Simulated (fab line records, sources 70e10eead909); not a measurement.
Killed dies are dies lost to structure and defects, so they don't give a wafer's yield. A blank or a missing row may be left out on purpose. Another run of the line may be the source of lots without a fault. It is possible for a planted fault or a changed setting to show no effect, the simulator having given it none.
What tool caused it? || flow nand harc || 36 wafers from 12 lots sampled at 2 of the route's 1302 steps

WHAT THE GAUGES SHOWED, per wafer
NHARC_P_CONTACT_INSPECT_14.
{"lot": "L075", "measured": "day 6 16:10", "on": "defect inspect-02", "raw defect count": "2 2 5"}
{"lot": "L077", "measured": "day 7 04:35", "on": "defect inspect-02", "raw defect count": "1 5 4"}
{"lot": "L079", "measured": "day 8 01:14", "on": "defect inspect-02", "raw defect count": "0 3 2"}
{"lot": "L081", "measured": "day 8 17:04", "on": "defect inspect-01", "raw defect count": "4 7 1"}
{"lot": "L083", "measured": "day 9 17:38", "on": "defect inspect-02", "raw defect count": "8 4 3"}
{"lot": "L085", "measured": "day 10 10:22", "on": "defect inspect-01", "raw defect count": "6 7 4"}
{"lot": "L087", "measured": "day 11 06:49", "on": "defect inspect-02", "raw defect count": "3 0 1"}
{"lot": "L088", "measured": "day 12 03:10", "on": "defect inspect-01", "raw defect count": "5 2 8"}
{"lot": "L091", "measured": "day 13 03:49", "on": "defect inspect-02", "raw defect count": "6 6 4"}
{"lot": "L094", "measured": "day 14 05:57", "on": "defect inspect-02", "raw defect count": "4 6 6"}
{"lot": "L095", "measured": "day 15 02:41", "on": "defect inspect-01", "raw defect count": "2 2 4"}
{"lot": "L097", "measured": "day 15 21:14", "on": "defect inspect-02", "raw defect count": "3 0 3"}

WHAT TOOL EACH LOT RAN ON (gives the tool, then ch and the chambers of the sampled wafers, and finally the start)
{"lot": "L075", "NHARC_P_GATE_DESCUM_61": "rie diel-05 ch 1,2,3, day 6 09:36"}
{"lot": "L077", "NHARC_P_GATE_DESCUM_61": "rie diel-08 ch 0,2,3, day 6 22:10"}
{"lot": "L079", "NHARC_P_GATE_DESCUM_61": "rie diel-07 ch 1,2, day 7 18:43"}
{"lot": "L081", "NHARC_P_GATE_DESCUM_61": "rie diel-08 ch 1,3, day 8 10:40"}
{"lot": "L083", "NHARC_P_GATE_DESCUM_61": "rie diel-08 ch 0,1,3, day 9 11:20"}
{"lot": "L085", "NHARC_P_GATE_DESCUM_61": "rie diel-08 ch 2,3, day 10 04:01"}
{"lot": "L087", "NHARC_P_GATE_DESCUM_61": "rie diel-07 ch 1,2,3, day 11 00:29"}
{"lot": "L088", "NHARC_P_GATE_DESCUM_61": "rie diel-07 ch 1,2,3, day 11 20:48"}
{"lot": "L091", "NHARC_P_GATE_DESCUM_61": "rie diel-07 ch 1,2,3, day 12 21:35"}
{"lot": "L094", "NHARC_P_GATE_DESCUM_61": "rie diel-07 ch 0,1,2, day 13 23:28"}
{"lot": "L095", "NHARC_P_GATE_DESCUM_61": "rie diel-07 ch 1,2, day 14 20:35"}
{"lot": "L097", "NHARC_P_GATE_DESCUM_61": "rie diel-05 ch 0,1,3, day 15 14:55"}
- NHARC_P_GATE_DESCUM_61: chemistry O2, time 3 s.

THE ANSWER, worked out from the rows above alone
Rule: what is usual is taken from the lots themselves. The widest of any qualifying gaps counts: lots, ordered by their means at a reading, are off when they make up no more than a third of the lots, leave a main group of 4 or more, and stand apart from it by 3 or more times the standard deviation of that group's means. A main group whose means are all the same, to the digits that the tables above print for the reading, isn't used. Also off: a lot with no number at a reading for which 4 or more lots have one. The other lots that the step has rows for count as sound.
Across all readings shown, no lot is off: no conclusion can be drawn from this.

WHAT THE SIMULATOR HAD PUT IN
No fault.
